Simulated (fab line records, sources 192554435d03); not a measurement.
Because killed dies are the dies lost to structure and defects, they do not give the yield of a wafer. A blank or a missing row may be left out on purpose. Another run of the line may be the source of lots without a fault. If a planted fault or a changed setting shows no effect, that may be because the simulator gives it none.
fab line records | flow n5_finfet | part 2 of 2: steps 5 to 6 of 6
[record] lots = 23 | wafers = 69 | last_day = 18
route steps=1938 shown BEOL_M10@1505 BEOL_M11@1551
lots that met no fault: taken from a fault-free run of the same line
start_h: the number of hours between the record's first day and the start of the first shown wafer of the lot | wait_h: how many hours have passed since the lot's step before this one | " repeats the value in the row above | L1.1+2: one row covering several wafers at once | - no value present, or no start provided | * or withheld: withheld | < > ~ a bound
route shown NAME@n: a module of which the file shows steps, and the number in the route of the first | usual: mean/standard deviation taken from wafers without a fault | same: alike in all rows | chamber/n: place in a boat | sites: readings site by site | _std_site: how widely they spread, as a standard deviation | _edge_site: inner sites' mean taken away from outer sites' mean | radius_mm: for every site, how far away it sits from the centre of the wafer | mask NAME#n: copy n | behind: the last tool/chamber to shape the wafer | hold: cause of the lot's hold/its duration in hours/its outcome | device: whichever transistor did not switch (one of n, p or np) | end of line: tests run on the same wafers once the route is complete | where a step has no rows: the recipe by itself | killed: count of dies lost to structure and defects at first sort (not the wafer's yield) | map: dies across one wafer; x = killed, . = not, _ = none there
set.NAME: the setting that was run; set.NAME@STEP: the one run at that earlier step | model.NAME: the simulator's own value behind a step, which no gauge read
route steps across a sampled set of lots; one table per step, one row per wafer
services: when a tool's chamber went out of use (start_h, in hours from the record's first day, below 0 if earlier), for how many hours, and the reason
[[steps]]
[step N5_BEOL_M11_STRIP_67]
[recipe] chemistry = CF4 | resist = SiARC | power_w = 300 | bias_power_w = 75 | pressure_mtorr = 50 | cf4_flow_sccm = 150 | rf_frequency_hz = 6e+07
[usual] cf4_flow_sccm = 150.0/0.43 | drypump_motor_current_A = 5.5/0.47 | oes_product_au = 0.76/0.074 | rf_vpp_V = 270.5/1.7 | showerhead_plenum_p_Torr = 1.77/0.066 | throttle_valve_pct = 13.60/0.24
lot.wafer | tool        | chamber | start_h | wait_h | cf4_flow_sccm | drypump_motor_current_A | oes_product_au | rf_hours_counter_h | rf_vpp_V | showerhead_plenum_p_Torr | throttle_valve_pct
L074.1    | rie_diel-02 | 2       | 224.52  | 0.0    | 149.5         | 5.1                     | 0.74           | 172                | 268.4    | 1.72                     | 13.61
L074.4    | "           | 0       | "       | "      | 149.8         | 5.3                     | 0.85           | 60                 | 272.1    | 1.89                     | 13.24
L074.5    | "           | 2       | "       | "      | 149.3         | 5.1                     | 0.74           | -                  | 269.0    | 1.72                     | 13.58
L075.2    | rie_diel-06 | 2       | 229.38  | 0.0    | 149.9         | 5.0                     | 0.73           | 169                | 269.9    | 1.73                     | 13.65
L075.3    | "           | 1       | "       | "      | 149.6         | 4.9                     | 0.76           | 158                | 270.6    | 1.73                     | 13.67
L075.6    | "           | 1       | "       | "      | 149.5         | 4.9                     | 0.77           | -                  | 271.3    | 1.73                     | 13.66
L076.2    | rie_diel-06 | 1       | 242.30  | 0.0    | 150.6         | 4.9                     | 0.76           | 163                | 271.0    | 1.73                     | 13.70
L076.4    | "           | 3       | "       | "      | 149.6         | 5.6                     | 0.67           | 249                | 268.0    | 1.69                     | 13.62
L076.6    | "           | 0       | "       | "      | 150.3         | 5.5                     | 0.72           | -                  | 270.4    | 1.79                     | 13.91
L077.2    | rie_diel-02 | 3       | 242.52  | 0.0    | 149.9         | 5.9                     | 0.76           | 159                | 272.1    | 1.80                     | 13.61
L077.3    | "           | 1       | "       | "      | 149.9         | 6.3                     | 0.76           | 168                | 269.1    | 1.71                     | 13.44
L077.5    | "           | 3       | "       | "      | 149.9         | 5.8                     | 0.76           | -                  | 270.1    | 1.80                     | 13.63
L078.2    | rie_diel-01 | 1       | 244.86  | 0.0    | 149.6         | 4.7                     | 0.70           | 212                | 274.0    | 1.85                     | 13.88
L078.3    | "           | 0       | "       | "      | 150.2         | 5.4                     | 0.77           | 129                | 269.5    | 1.67                     | 13.40
L078.4    | "           | 1       | "       | "      | 149.5         | 4.7                     | 0.69           | -                  | 271.6    | 1.85                     | 13.89
L081.3    | rie_diel-06 | 1       | 261.63  | 0.0    | 149.7         | 4.9                     | 0.75           | 171                | 269.4    | 1.73                     | 13.71
L081.4    | "           | 0       | "       | "      | 149.6         | 5.5                     | 0.72           | -                  | 270.9    | 1.78                     | 13.93
L081.6    | "           | 2       | "       | "      | 150.1         | 5.0                     | 0.72           | -                  | 270.7    | 1.72                     | 13.67
L080.2    | rie_diel-02 | 2       | 267.49  | 0.0    | 149.9         | 5.1                     | 0.73           | 185                | 269.4    | 1.72                     | 13.61
L080.3    | "           | 1       | "       | "      | 149.8         | 6.2                     | 0.76           | 174                | 270.8    | 1.71                     | 13.45
L080.4    | "           | 0       | "       | "      | 149.6         | 5.3                     | 0.83           | 72                 | 273.2    | 1.89                     | 13.26
L082.1    | rie_diel-06 | 2       | 271.11  | 0.0    | 149.8         | 5.0                     | 0.72           | 185                | 269.5    | 1.72                     | 13.68
L082.5    | "           | 1       | "       | "      | 149.4         | 4.9                     | 0.74           | -                  | 270.6    | 1.73                     | 13.72
L082.6    | "           | 2       | "       | "      | 149.9         | 5.0                     | 0.72           | -                  | 270.5    | 1.72                     | 13.68
L083.2    | rie_diel-02 | 2       | 276.33  | 0.0    | 150.2         | 5.1                     | 0.73           | 188                | 270.1    | 1.72                     | 13.63
L083.4    | "           | 0       | "       | "      | 150.0         | 5.3                     | 0.84           | 74                 | 274.5    | 1.89                     | 13.27
L083.5    | "           | 1       | "       | "      | 150.5         | 6.3                     | 0.76           | -                  | 268.4    | 1.71                     | 13.46
L084.1    | rie_diel-06 | 0       | 284.97  | 0.0    | 150.0         | 5.5                     | 0.71           | 190                | 270.3    | 1.78                     | 13.94
L084.5    | "           | 0       | "       | "      | 150.0         | 5.5                     | 0.72           | -                  | 270.1    | 1.78                     | 13.95
L084.6    | "           | 3       | "       | "      | 149.7         | 5.6                     | 0.97           | -                  | 274.2    | 1.90                     | 13.07
L086.1    | rie_diel-06 | 2       | 299.76  | 0.0    | 150.1         | 5.0                     | 0.71           | 193                | 269.5    | 1.72                     | 13.72
L086.5    | "           | 1       | "       | "      | 149.5         | 4.9                     | 0.74           | -                  | 268.8    | 1.72                     | 13.73
L086.6    | "           | 0       | "       | "      | 149.4         | 5.5                     | 0.71           | -                  | 269.7    | 1.78                     | 13.93
L085.2    | rie_diel-02 | 3       | 303.98  | 0.0    | 149.4         | 5.9                     | 0.74           | 175                | 270.2    | 1.80                     | 13.66
L085.3    | "           | 0       | "       | "      | 150.3         | 5.3                     | 0.81           | 84                 | 275.0    | 1.88                     | 13.30
L085.4    | "           | 1       | "       | "      | 149.2         | 6.3                     | 0.75           | 186                | 270.4    | 1.71                     | 13.45
L089.1    | rie_diel-01 | 1       | 307.50  | 0.0    | 149.5         | 4.7                     | 0.67           | 235                | 270.5    | 1.84                     | 13.93
L089.2    | "           | 2       | "       | "      | 149.8         | 6.3                     | 0.70           | 201                | 269.8    | 1.78                     | 13.59
L089.3    | "           | 3       | "       | "      | 150.0         | 5.7                     | 0.95           | 11                 | 270.3    | 1.77                     | 13.24
L087.2    | rie_diel-01 | 2       | 309.93  | 0.0    | 150.4         | 6.3                     | 0.69           | 202                | 271.9    | 1.78                     | 13.59
L087.4    | "           | 1       | "       | "      | 150.1         | 4.7                     | 0.68           | 236                | 271.7    | 1.84                     | 13.93
L087.6    | "           | 1       | "       | "      | 150.1         | 4.7                     | 0.67           | -                  | 271.9    | 1.84                     | 13.93
L088.1    | rie_diel-06 | 1       | 310.99  | 0.0    | 150.1         | 4.9                     | 0.74           | 188                | 269.2    | 1.72                     | 13.74
L088.3    | "           | 2       | "       | "      | 149.7         | 5.0                     | 0.71           | 198                | 271.3    | 1.72                     | 13.72
L088.5    | "           | 3       | "       | "      | 150.1         | 5.5                     | 0.94           | -                  | 273.3    | 1.90                     | 13.09
L090.2    | rie_diel-06 | 3       | 326.15  | 0.0    | 151.0         | 5.6                     | 0.92           | 15                 | 272.0    | 1.90                     | 13.10
L090.3    | "           | 2       | "       | "      | 149.6         | 5.0                     | 0.71           | 202                | 268.8    | 1.72                     | 13.73
L090.4    | "           | 0       | "       | "      | 149.9         | 5.5                     | 0.70           | 204                | 269.7    | 1.78                     | 13.99
L093.1    | rie_diel-06 | 0       | 330.81  | 0.0    | 150.7         | 5.5                     | 0.70           | 205                | 270.6    | 1.78                     | 13.98
L093.2    | "           | 2       | "       | "      | 149.8         | 5.0                     | 0.71           | 203                | 267.8    | 1.72                     | 13.73
L093.5    | "           | 0       | "       | "      | 150.4         | 5.5                     | 0.70           | -                  | 268.9    | 1.78                     | 13.98
L091.2    | rie_diel-01 | 3       | 330.90  | 0.0    | 150.4         | 5.7                     | 0.92           | 19                 | 271.9    | 1.77                     | 13.25
L091.3    | "           | 0       | "       | "      | 150.0         | 5.4                     | 0.74           | 159                | 266.9    | 1.66                     | 13.48
L091.5    | "           | 0       | "       | "      | 149.7         | 5.4                     | 0.74           | -                  | 268.8    | 1.66                     | 13.48
L092.2    | rie_diel-02 | 1       | 335.89  | 0.0    | 150.2         | 6.2                     | 0.74           | 197                | 269.6    | 1.70                     | 13.50
L092.4    | "           | 2       | "       | "      | 150.8         | 5.1                     | 0.72           | 207                | 268.4    | 1.72                     | 13.67
L092.6    | "           | 3       | "       | "      | 150.4         | 5.9                     | 0.74           | -                  | 270.2    | 1.80                     | 13.68
L094.2    | rie_diel-02 | 3       | 337.97  | 0.0    | 149.5         | 5.9                     | 0.74           | 187                | 269.3    | 1.79                     | 13.68
L094.3    | "           | 1       | "       | "      | 150.4         | 6.3                     | 0.74           | 197                | 268.3    | 1.70                     | 13.50
L094.4    | "           | 2       | "       | "      | 149.3         | 5.1                     | 0.71           | 208                | 269.5    | 1.72                     | 13.67
L095.1    | rie_diel-01 | 2       | 360.47  | 0.0    | 150.0         | 6.3                     | 0.68           | 216                | 270.8    | 1.77                     | 13.61
L095.3    | "           | 0       | "       | "      | 150.5         | 5.4                     | 0.74           | 168                | 269.0    | 1.66                     | 13.52
L095.5    | "           | 0       | "       | "      | 149.5         | 5.4                     | 0.73           | -                  | 268.9    | 1.66                     | 13.50
L097.2    | rie_diel-01 | 3       | 363.28  | 0.0    | 149.7         | 5.8                     | 0.90           | 29                 | 269.3    | 1.77                     | 13.26
L097.3    | "           | 2       | "       | "      | 149.4         | 6.3                     | 0.69           | 218                | 271.4    | 1.77                     | 13.60
L097.5    | "           | 2       | "       | "      | 149.6         | 6.3                     | 0.69           | -                  | 271.0    | 1.77                     | 13.62
L096.1    | rie_diel-02 | 3       | 369.21  | 0.0    | 149.5         | 5.9                     | 0.73           | 196                | 270.1    | 1.79                     | 13.71
L096.3    | "           | 0       | "       | "      | 149.5         | 5.2                     | 0.80           | 105                | 272.0    | 1.88                     | 13.35
L096.5    | "           | 1       | "       | "      | 149.7         | 6.3                     | 0.74           | -                  | 268.1    | 1.70                     | 13.50
[step N5_BEOL_M11_VIA_ETCH_34]
[recipe] chemistry = C4F6/O2 | target = SiCOH_lowk | target_depth_a = 1845 | mask_material = SOC | taper_deg = 4 | time_s = 69.2 | ion_energy_ev = 250 | pressure_mtorr = 30 | source_w = 345 | bias_w = 185 | Ar_flow_sccm = 300 | C4F6_flow_sccm = 10 | O2_flow_sccm = 10
[usual] drypump_motor_current_A = 5.4/0.43 | oes_product_au = 0.75/0.084 | rf_vpp_V = 662/9.8 | showerhead_plenum_p_Torr = 2.80/0.11 | throttle_valve_pct = 20.92/0.24
lot.wafer | tool        | chamber | start_h | wait_h | drypump_motor_current_A | oes_product_au | rf_hours_counter_h | rf_vpp_V | showerhead_plenum_p_Torr | throttle_valve_pct
L074.1    | rie_diel-06 | 2       | 226.91  | 0.0    | 5.0                     | 0.74           | 168                | 650      | 2.74                     | 20.95
L074.4    | "           | 0       | "       | "      | 5.5                     | 0.72           | 171                | 679      | 2.85                     | 21.29
L074.5    | "           | 2       | "       | "      | 5.0                     | 0.73           | -                  | 651      | 2.74                     | 20.93
L075.2    | rie_diel-01 | 2       | 231.97  | 0.0    | 6.3                     | 0.71           | 174                | 664      | 2.83                     | 20.71
L075.3    | "           | 0       | "       | "      | 5.4                     | 0.77           | 124                | 657      | 2.64                     | 20.72
L075.6    | "           | 3       | "       | "      | 5.7                     | 0.69           | -                  | 662      | 2.81                     | 21.04
L077.2    | rie_diel-06 | 0       | 244.00  | 0.0    | 5.5                     | 0.71           | 176                | 678      | 2.84                     | 21.28
L077.3    | "           | 2       | "       | "      | 5.0                     | 0.72           | 174                | 651      | 2.74                     | 20.94
L077.5    | "           | 2       | "       | "      | 5.0                     | 0.73           | -                  | 650      | 2.74                     | 20.93
L076.2    | rie_diel-02 | 2       | 244.57  | 0.0    | 5.1                     | 0.73           | 179                | 661      | 2.72                     | 20.85
L076.4    | "           | 1       | "       | "      | 6.3                     | 0.76           | 168                | 658      | 2.72                     | 20.68
L076.6    | "           | 2       | "       | "      | 5.1                     | 0.73           | -                  | 664      | 2.72                     | 20.84
L078.2    | rie_diel-06 | 2       | 245.66  | 0.0    | 5.0                     | 0.73           | 175                | 651      | 2.74                     | 20.93
L078.3    | "           | 1       | "       | "      | 4.9                     | 0.75           | 164                | 652      | 2.73                     | 20.93
L078.4    | "           | 3       | "       | "      | 5.6                     | 0.66           | 250                | 661      | 2.69                     | 20.84
L081.3    | rie_diel-06 | 1       | 263.34  | 0.0    | 4.9                     | 0.75           | 171                | 654      | 2.73                     | 20.95
L081.4    | "           | 1       | "       | "      | 4.9                     | 0.75           | -                  | 652      | 2.73                     | 20.96
L081.6    | "           | 2       | "       | "      | 5.0                     | 0.71           | -                  | 651      | 2.73                     | 20.97
L080.2    | rie_diel-02 | 2       | 270.07  | 0.0    | 5.1                     | 0.72           | 186                | 662      | 2.72                     | 20.86
L080.3    | "           | 1       | "       | "      | 6.3                     | 0.75           | 175                | 658      | 2.72                     | 20.71
L080.4    | "           | 3       | "       | "      | 5.9                     | 0.75           | 167                | 669      | 2.84                     | 20.88
L082.1    | rie_diel-06 | 0       | 272.20  | 0.0    | 5.5                     | 0.71           | 187                | 680      | 2.84                     | 21.32
L082.5    | "           | 1       | "       | "      | 4.9                     | 0.75           | -                  | 651      | 2.73                     | 20.95
L082.6    | "           | 0       | "       | "      | 5.5                     | 0.70           | -                  | 679      | 2.84                     | 21.30
L083.2    | rie_diel-06 | 1       | 277.30  | 0.0    | 5.0                     | 0.74           | 176                | 653      | 2.73                     | 20.96
L083.4    | "           | 2       | "       | "      | 5.0                     | 0.71           | 187                | 650      | 2.73                     | 20.97
L083.5    | "           | 3       | "       | "      | 5.6                     | 0.99           | -                  | 672      | 3.03                     | 20.50
L084.1    | rie_diel-01 | 3       | 288.38  | 0.0    | 5.7                     | 0.98           | 5                  | 668      | 2.81                     | 20.63
L084.5    | "           | 1       | "       | "      | 4.7                     | 0.67           | -                  | 666      | 2.94                     | 21.26
L084.6    | "           | 0       | "       | "      | 5.4                     | 0.75           | -                  | 658      | 2.63                     | 20.77
L086.1    | rie_diel-06 | 1       | 302.69  | 0.0    | 5.0                     | 0.72           | 184                | 652      | 2.72                     | 20.96
L086.5    | "           | 3       | "       | "      | 5.6                     | 0.95           | -                  | 671      | 3.03                     | 20.52
L086.6    | "           | 2       | "       | "      | 5.0                     | 0.70           | -                  | 650      | 2.73                     | 20.98
L085.2    | rie_diel-01 | 3       | 305.16  | 0.0    | 5.7                     | 0.96           | 10                 | 668      | 2.81                     | 20.65
L085.3    | "           | 0       | "       | "      | 5.4                     | 0.75           | 151                | 657      | 2.63                     | 20.77
L085.4    | "           | 2       | "       | "      | 6.3                     | 0.69           | 200                | 666      | 2.81                     | 20.75
L089.1    | rie_diel-02 | 0       | 308.47  | 0.0    | 5.2                     | 0.83           | 85                 | 670      | 2.99                     | 20.63
L089.2    | "           | 1       | "       | "      | 6.3                     | 0.75           | 187                | 656      | 2.71                     | 20.73
L089.3    | "           | 2       | "       | "      | 5.1                     | 0.71           | 199                | 660      | 2.71                     | 20.87
L088.1    | rie_diel-06 | 1       | 312.29  | 0.0    | 4.9                     | 0.74           | 188                | 651      | 2.72                     | 21.01
L088.3    | "           | 0       | "       | "      | 5.5                     | 0.70           | 199                | 679      | 2.83                     | 21.32
L088.5    | "           | 0       | "       | "      | 5.6                     | 0.70           | -                  | 679      | 2.83                     | 21.31
L087.2    | rie_diel-01 | 3       | 312.64  | 0.0    | 5.8                     | 0.96           | 13                 | 666      | 2.81                     | 20.65
L087.4    | "           | 1       | "       | "      | 4.7                     | 0.67           | 237                | 667      | 2.93                     | 21.28
L087.6    | "           | 1       | "       | "      | 4.7                     | 0.67           | -                  | 665      | 2.93                     | 21.29
L090.2    | rie_diel-06 | 0       | 330.06  | 0.0    | 5.5                     | 0.69           | 205                | 677      | 2.83                     | 21.34
L090.3    | "           | 3       | "       | "      | 5.6                     | 0.93           | 16                 | 672      | 3.02                     | 20.53
L090.4    | "           | 2       | "       | "      | 5.0                     | 0.71           | 203                | 651      | 2.72                     | 20.99
L091.2    | rie_diel-06 | 0       | 332.95  | 0.0    | 5.5                     | 0.69           | 206                | 677      | 2.83                     | 21.33
L091.3    | "           | 3       | "       | "      | 5.6                     | 0.93           | 17                 | 669      | 3.02                     | 20.53
L091.5    | "           | 0       | "       | "      | 5.6                     | 0.69           | -                  | 678      | 2.83                     | 21.34
L093.1    | rie_diel-06 | 0       | 333.42  | 0.0    | 5.6                     | 0.69           | 206                | 677      | 2.83                     | 21.34
L093.2    | "           | 3       | "       | "      | 5.6                     | 0.92           | 17                 | 670      | 3.02                     | 20.53
L093.5    | "           | 1       | "       | "      | 5.0                     | 0.72           | -                  | 652      | 2.72                     | 20.98
L092.2    | rie_diel-06 | 1       | 336.93  | 0.0    | 4.9                     | 0.72           | 197                | 652      | 2.72                     | 20.98
L092.4    | "           | 3       | "       | "      | 5.6                     | 0.92           | 19                 | 672      | 3.02                     | 20.52
L092.6    | "           | 1       | "       | "      | 4.9                     | 0.72           | -                  | 652      | 2.72                     | 20.99
L094.2    | rie_diel-02 | 2       | 340.85  | 0.0    | 5.1                     | 0.70           | 209                | 661      | 2.71                     | 20.88
L094.3    | "           | 0       | "       | "      | 5.2                     | 0.80           | 96                 | 668      | 2.98                     | 20.62
L094.4    | "           | 3       | "       | "      | 5.9                     | 0.73           | 188                | 668      | 2.83                     | 20.90
L095.1    | rie_diel-06 | 1       | 361.80  | 0.0    | 5.0                     | 0.71           | 204                | 654      | 2.71                     | 20.99
L095.3    | "           | 3       | "       | "      | 5.6                     | 0.91           | 25                 | 670      | 3.02                     | 20.53
L095.5    | "           | 1       | "       | "      | 5.0                     | 0.72           | -                  | 651      | 2.71                     | 21.00
L097.2    | rie_diel-06 | 3       | 369.85  | 0.0    | 5.6                     | 0.90           | 26                 | 669      | 3.02                     | 20.55
L097.3    | "           | 1       | "       | "      | 5.0                     | 0.72           | 205                | 650      | 2.71                     | 20.98
L097.5    | "           | 3       | "       | "      | 5.6                     | 0.90           | -                  | 671      | 3.02                     | 20.54
L096.1    | rie_diel-01 | 0       | 370.58  | 0.0    | 5.4                     | 0.73           | 171                | 658      | 2.62                     | 20.79
L096.3    | "           | 2       | "       | "      | 6.3                     | 0.68           | 220                | 664      | 2.80                     | 20.79
L096.5    | "           | 2       | "       | "      | 6.3                     | 0.67           | -                  | 664      | 2.80                     | 20.81
[[services]]
tool        | chamber | start_h | hours | kind
rie_diel-05 | 3       | 202.56  | 13.1  | repair
rie_diel-01 | 2       | 235.65  | 2.4   | repair
rie_diel-01 | 3       | 236.99  | 5.4   | repair
rie_diel-01 | 3       | 242.70  | -     | clean
rie_diel-01 | 3       | 242.70  | -     | consumable_replace:esc
rie_diel-01 | 3       | 242.70  | -     | consumable_replace:focus_ring
rie_diel-01 | 3       | 242.70  | 18.6  | scheduled_down
rie_diel-01 | 3       | 242.70  | 18.6  | vent_cycle
rie_diel-06 | 3       | 247.21  | -     | clean
rie_diel-06 | 3       | 247.21  | -     | consumable_replace:focus_ring
rie_diel-06 | 3       | 247.21  | -     | consumable_replace:showerhead
rie_diel-06 | 3       | 247.21  | 23.3  | scheduled_down
rie_diel-06 | 3       | 247.21  | 23.3  | vent_cycle
rie_diel-01 | 0       | 277.94  | 1.8   | repair
rie_diel-01 | 3       | 279.67  | 7.2   | repair
rie_diel-03 | 2       | 282.26  | 6.2   | repair
rie_diel-02 | 3       | 292.71  | 8.2   | repair
rie_diel-04 | 1       | 301.83  | 9.3   | repair
rie_diel-05 | 0       | 311.43  | 10.0  | repair
rie_diel-05 | 1       | 312.06  | 1.9   | repair
rie_diel-02 | 2       | 316.58  | 4.0   | repair
rie_diel-04 | 3       | 343.89  | 10.1  | repair
rie_diel-01 | 1       | 360.02  | -     | clean
rie_diel-03 | 2       | 363.57  | 10.7  | repair
